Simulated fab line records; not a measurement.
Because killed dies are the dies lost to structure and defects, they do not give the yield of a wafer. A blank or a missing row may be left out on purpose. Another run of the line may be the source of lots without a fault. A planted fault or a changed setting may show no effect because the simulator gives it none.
A sampling plan put to the test	flow nandHarc	one fab line, 24 faults that these records tell of, each judged on the records of the lots that it struck
Plan = the line's own looks (route steps where a gauge or an inspection reads the wafer without altering it). A look is open to judgement when struck wafers have a number at it and the file gives its usual mean and standard deviation on fault-free wafers. Caught: a look later than the fault's first step finds the struck wafers' mean 4 or more of those standard deviations (sigma) from the usual mean. On the tool: the fault's steps, tested the same way using the tool's own readings. Another recipe on the struck wafers, or a record that is blank for them alone, also counts as caught.

THE FAULTS, as the simulator had put them in
1. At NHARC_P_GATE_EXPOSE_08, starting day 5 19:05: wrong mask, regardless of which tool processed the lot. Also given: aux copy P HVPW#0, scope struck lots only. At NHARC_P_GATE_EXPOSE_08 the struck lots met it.
2. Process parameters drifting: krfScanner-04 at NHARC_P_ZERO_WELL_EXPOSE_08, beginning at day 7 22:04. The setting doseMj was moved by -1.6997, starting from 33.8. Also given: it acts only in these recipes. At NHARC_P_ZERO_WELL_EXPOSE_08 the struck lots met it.
3. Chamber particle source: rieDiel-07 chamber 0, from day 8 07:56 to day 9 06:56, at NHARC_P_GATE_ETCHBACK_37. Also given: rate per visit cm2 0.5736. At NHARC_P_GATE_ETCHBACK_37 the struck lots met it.
4. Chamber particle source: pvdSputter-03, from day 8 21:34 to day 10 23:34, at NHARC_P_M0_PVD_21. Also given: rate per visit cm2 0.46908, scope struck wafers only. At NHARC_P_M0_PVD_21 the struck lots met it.
5. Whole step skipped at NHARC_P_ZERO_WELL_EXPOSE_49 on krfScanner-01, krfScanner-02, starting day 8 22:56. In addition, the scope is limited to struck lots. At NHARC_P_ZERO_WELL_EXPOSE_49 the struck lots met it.
6. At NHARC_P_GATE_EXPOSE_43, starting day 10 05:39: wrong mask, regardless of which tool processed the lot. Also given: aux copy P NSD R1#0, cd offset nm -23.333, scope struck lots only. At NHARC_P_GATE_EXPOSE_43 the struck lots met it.
7. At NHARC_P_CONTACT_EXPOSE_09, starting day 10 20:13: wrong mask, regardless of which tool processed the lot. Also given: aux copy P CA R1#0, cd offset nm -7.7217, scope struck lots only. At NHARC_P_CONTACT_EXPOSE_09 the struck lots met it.
8. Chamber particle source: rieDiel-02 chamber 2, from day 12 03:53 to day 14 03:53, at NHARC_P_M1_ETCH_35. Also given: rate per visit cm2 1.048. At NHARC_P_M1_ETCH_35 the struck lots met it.
9. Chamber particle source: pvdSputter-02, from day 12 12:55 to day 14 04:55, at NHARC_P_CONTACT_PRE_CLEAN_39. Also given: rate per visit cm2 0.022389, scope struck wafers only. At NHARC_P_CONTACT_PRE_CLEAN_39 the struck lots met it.
10. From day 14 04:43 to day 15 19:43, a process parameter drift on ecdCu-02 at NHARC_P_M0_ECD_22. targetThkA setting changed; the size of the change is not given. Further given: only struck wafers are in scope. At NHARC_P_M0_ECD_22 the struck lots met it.
11. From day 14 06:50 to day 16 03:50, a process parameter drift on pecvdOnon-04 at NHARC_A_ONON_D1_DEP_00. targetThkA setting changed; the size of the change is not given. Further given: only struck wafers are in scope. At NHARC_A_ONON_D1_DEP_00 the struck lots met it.
12. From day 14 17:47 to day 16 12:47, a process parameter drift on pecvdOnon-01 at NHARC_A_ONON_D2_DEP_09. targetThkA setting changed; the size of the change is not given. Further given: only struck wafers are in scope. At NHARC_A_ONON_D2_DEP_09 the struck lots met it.
13. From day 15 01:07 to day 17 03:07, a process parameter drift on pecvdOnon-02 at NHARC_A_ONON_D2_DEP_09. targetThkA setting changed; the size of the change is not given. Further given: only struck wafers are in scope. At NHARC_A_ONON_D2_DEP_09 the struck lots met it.
14. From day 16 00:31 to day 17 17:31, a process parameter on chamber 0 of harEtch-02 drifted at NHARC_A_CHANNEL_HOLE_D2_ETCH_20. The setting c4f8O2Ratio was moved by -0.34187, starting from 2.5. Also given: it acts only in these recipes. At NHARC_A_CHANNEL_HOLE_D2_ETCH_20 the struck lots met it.
15. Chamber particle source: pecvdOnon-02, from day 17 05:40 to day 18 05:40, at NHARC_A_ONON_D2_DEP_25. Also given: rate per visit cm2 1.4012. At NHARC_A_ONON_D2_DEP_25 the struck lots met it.
16. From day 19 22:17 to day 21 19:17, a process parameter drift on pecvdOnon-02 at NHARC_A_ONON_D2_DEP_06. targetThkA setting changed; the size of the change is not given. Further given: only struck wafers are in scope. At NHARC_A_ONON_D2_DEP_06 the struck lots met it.
17. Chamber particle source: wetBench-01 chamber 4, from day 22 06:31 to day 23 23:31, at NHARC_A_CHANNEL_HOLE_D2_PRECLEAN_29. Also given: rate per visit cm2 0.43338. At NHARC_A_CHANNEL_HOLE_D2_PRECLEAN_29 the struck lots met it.
18. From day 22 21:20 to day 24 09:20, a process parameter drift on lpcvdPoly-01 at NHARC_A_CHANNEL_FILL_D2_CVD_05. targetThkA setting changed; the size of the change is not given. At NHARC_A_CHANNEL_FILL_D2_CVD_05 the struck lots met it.
19. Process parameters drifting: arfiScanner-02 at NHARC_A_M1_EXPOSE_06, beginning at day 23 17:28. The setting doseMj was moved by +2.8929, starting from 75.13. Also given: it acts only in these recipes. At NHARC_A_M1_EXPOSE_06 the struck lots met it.
20. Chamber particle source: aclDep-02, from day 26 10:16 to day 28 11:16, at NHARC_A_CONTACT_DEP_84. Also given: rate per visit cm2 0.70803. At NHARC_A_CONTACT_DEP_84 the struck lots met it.
21. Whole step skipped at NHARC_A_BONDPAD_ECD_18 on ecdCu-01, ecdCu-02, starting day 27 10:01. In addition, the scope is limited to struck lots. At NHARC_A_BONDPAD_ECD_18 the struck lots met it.
22. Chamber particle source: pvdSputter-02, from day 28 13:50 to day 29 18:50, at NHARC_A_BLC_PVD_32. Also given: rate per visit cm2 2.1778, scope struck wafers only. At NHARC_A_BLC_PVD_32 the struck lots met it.
23. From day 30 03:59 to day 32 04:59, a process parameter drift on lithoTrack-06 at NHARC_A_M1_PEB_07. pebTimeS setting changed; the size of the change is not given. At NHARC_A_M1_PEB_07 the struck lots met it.
24. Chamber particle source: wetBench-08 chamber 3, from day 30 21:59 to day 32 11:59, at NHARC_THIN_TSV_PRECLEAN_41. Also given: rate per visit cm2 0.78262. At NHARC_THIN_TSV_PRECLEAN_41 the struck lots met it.

WHAT THE PLAN SAW
fault	on the tool itself	first look that catches it	reading, sigma	median hours from its first step to that look	hours from the fault's start to the first struck lot there	judged looks passed uncaught
1	no reading that can be judged	no look after it can be judged	-	-	-	0
2	exposureDoseMJCm2 -8.4 sigma	NHARC_P_ZERO_WELL_CD_MEAS_11	cdNm -7.2	0.2	5	0
3	only faintly: drypumpMotorCurrentA +2.3 sigma	NHARC_P_GATE_INSPECT_68	rawDefectCount +5.5	7.5	17	0
4	under 2 sigma	NHARC_END_SORT_01	killedAtPeriphery +25	447.3	487	1
5	no reading that can be judged	NHARC_P_ZERO_WELL_INSPECT_43	rawDefectCount +99 or beyond	2.1	8	0
6	no reading that can be judged	NHARC_P_GATE_CD_MEAS_46	cdNm -17	0.2	6	0
7	under 2 sigma	NHARC_P_CONTACT_CD_MEAS_12	cdNm -16	0.1	0	0
8	under 2 sigma	NHARC_END_SORT_01	killedAtPeriphery +40	432.5	447	1
9	no reading that can be judged	NHARC_END_SORT_01	killedAtPeriphery +6.4	443.5	459	0
10	no reading that can be judged	not the one look that can be judged after it	-	-	-	1
11	no reading that can be judged	NHARC_A_ONON_D1_THK_MEAS_02	thkNm +22	0.5	17	0
12	under 2 sigma	NHARC_A_ONON_D2_THK_MEAS_11	thkNm +6.6	0.4	28	0
13	no reading that can be judged	NHARC_A_ONON_D2_THK_MEAS_11	thkNm +7.8	0.4	3	0
14	under 2 sigma	no look after it can be judged	-	-	-	0
15	no reading that can be judged	none of the 2 looks that can be judged after it	strongest: killedDies at NHARC_END_SORT_01, +3.6	-	-	2
16	under 2 sigma	not the one look that can be judged after it	strongest: thkNm at NHARC_A_ONON_D2_THK_MEAS_08, -3.0	-	-	1
17	under 2 sigma	NHARC_A_CHANNEL_HOLE_D2_INSPECT_40	rawDefectCount +4.5	0.3	5	0
18	no reading that can be judged	NHARC_END_WLT_00	VT_DECK2_MIDDLE +12	232.2	248	1
19	exposureDoseMJCm2 +20 sigma	none of the 2 looks that can be judged after it	strongest: cdNm at NHARC_A_M1_CD_MEAS_09, +3.2	-	-	2
20	under 2 sigma	NHARC_A_CONTACT_INSPECT_10	rawDefectCount +9.8	2.3	32	1
21	the tool's record is blank for the struck wafers	NHARC_A_BONDPAD_THK_MEAS_20	thkNm -93	1.1	2	0
22	under 2 sigma	not the one look that can be judged after it	strongest: killedDies at NHARC_END_SORT_01, +3.2	-	-	1
23	heaterPowerTotalW +99 or beyond sigma	NHARC_A_M1_CD_MEAS_09	cdNm -99 or beyond	0.1	27	0
24	no reading that can be judged	NHARC_END_SORT_01	killedAtOther +84	16.5	17	0
A dash: this means the fault isn't caught or the number doesn't appear in these records.

Caught at a look: 17 of 24. Caught on the tool: 4 of 24. By one or the other: 18 of 24.
Caught on the tool alone: fault 19.
Caught at a look alone: faults 3, 4, 5, 6, 7, 8, 9, 11, 12, 13, 17, 18, 20, 24.
Caught by neither: faults 1, 10, 14, 15, 16, 22.

THINNER SAMPLING
In the worst case, this is how late the first struck lot would be measured if the look that catches a fault measured only every second or every third lot, by lot number:
fault	struck lots at that look, in order of time	every lot	every second lot	every third lot
2	L646, L650	5 h	may miss all 2	may miss all 2
3	L572, L573	17 h	23 h	may miss all 2
4	L492	487 h	may miss it	may miss it
5	L150, L151	8 h	19 h	may miss all 2
6	L844	6 h	may miss it	may miss it
7	L226	0 h	may miss it	may miss it
8	L985	447 h	may miss it	may miss it
9	L349	459 h	may miss it	may miss it
11	L953, L954	17 h	26 h	may miss all 2
12	L530, L531	28 h	32 h	may miss all 2
13	L787, L791	3 h	may miss all 2	may miss all 2
17	L643	5 h	may miss it	may miss it
18	L678, L680	248 h	may miss all 2	may miss all 2
20	L847, L849	32 h	may miss all 2	may miss all 2
21	L852, L854	2 h	may miss all 2	may miss all 2
23	L250, L251	27 h	41 h	may miss all 2
24	L765, L766	17 h	25 h	may miss all 2
Hours are from the fault's start to the first struck lot that is measured. The test against the limit of 4 sigma pooled every struck wafer, which means one lot taken alone may stay below that limit. Other struck lots may not be in these records.

THE LONGEST TIMED WAY FROM STEP TO LOOK
For fault 4, NHARC_P_M0_PVD_21 and NHARC_END_SORT_01 are separated by a median of 447.3 hours. The look between them that can be judged stayed within 4 sigma: NHARC_THIN_TSV_CD_MEAS_33.
